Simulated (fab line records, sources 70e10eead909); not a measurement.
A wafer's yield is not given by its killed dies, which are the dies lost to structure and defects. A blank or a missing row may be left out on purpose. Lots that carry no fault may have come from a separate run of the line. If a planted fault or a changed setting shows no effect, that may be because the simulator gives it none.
Which tool was responsible?	flow nandHarc	6 lots with 18 wafers sampled at 3 steps, on a route of 1302 steps

== WHAT THE GAUGES READ, wafer by wafer ==
NHARC_A_ONON_D2_THK_MEAS_30: measures by ellipsometry.
lot	measured	on	thkNm (nm)
L330	day 14 08:08	filmMetro-01	1003 1004 1004
L333	day 15 05:10	filmMetro-02	1004 1004 1006
L341	day 18 15:18	filmMetro-01	658 986 989
L343	day 19 11:53	filmMetro-01	1012 1010 1010
L349	day 21 10:23	filmMetro-02	1009 1009 1007
L351	day 22 12:59	filmMetro-01	1001 1001 1000

== WHICH TOOL RAN EACH LOT (tool, then ch and the chambers of the sampled wafers, then the start) ==
lot	NHARC_A_DECK1_JOINT_ETCHBACK_07	NHARC_A_ONON_D2_DEP_28
L330	rieSi-02 ch 1,2,3, day 12 01:51	pecvdOnon-03 ch 0, day 14 07:38
L333	rieSi-05 ch 0,1,3, day 13 04:22	pecvdOnon-03 ch 0, day 15 04:43
L341	rieSi-03 ch 1,2,3, day 16 04:20	pecvdOnon-03 ch 0, day 18 14:52
L343	rieSi-05 ch 0,2,3, day 17 14:28	pecvdOnon-02 ch 0, day 19 11:23
L349	rieSi-02 ch 0,2,3, day 19 12:13	pecvdOnon-02 ch 0, day 21 09:53
L351	rieSi-03 ch 0,2, day 20 09:14	pecvdOnon-03 ch 0, day 22 12:29
- NHARC_A_DECK1_JOINT_ETCHBACK_07: etches the open film in HBr, target depth 105 nm, time 26.9 s.
- NHARC_A_ONON_D2_DEP_28: target thk 1000 nm.

== THE ANSWER, worked out from the rows above alone ==
Rule: the lots themselves supply what counts as usual. Put in order of their means at a reading, lots are off if they are a third of the lots or fewer, leave a main group of 4 or more, and stand apart from it by a gap of 3 or more times the standard deviation of the main group's means; of several such gaps the widest counts. If all means in a main group match to the digits the tables above print for the reading, that group is not used. Also off: a lot with no number at a reading for which 4 or more lots have one. Where the step has rows for the other lots, those lots are counted as sound.
Off at NHARC_A_ONON_D2_THK_MEAS_30 (thkNm): L341. For the main group the mean is 1006 nm and the standard deviation 3.5.
If a tool, at a process step before that reading, ran all the lots that are off and no sound lot after the first of them, it fits. Gauges at NHARC_A_ONON_D2_THK_MEAS_30: tried the same way as those tools. Not one of the candidates tried fits.

== WHAT THE SIMULATOR HAD INSERTED ==
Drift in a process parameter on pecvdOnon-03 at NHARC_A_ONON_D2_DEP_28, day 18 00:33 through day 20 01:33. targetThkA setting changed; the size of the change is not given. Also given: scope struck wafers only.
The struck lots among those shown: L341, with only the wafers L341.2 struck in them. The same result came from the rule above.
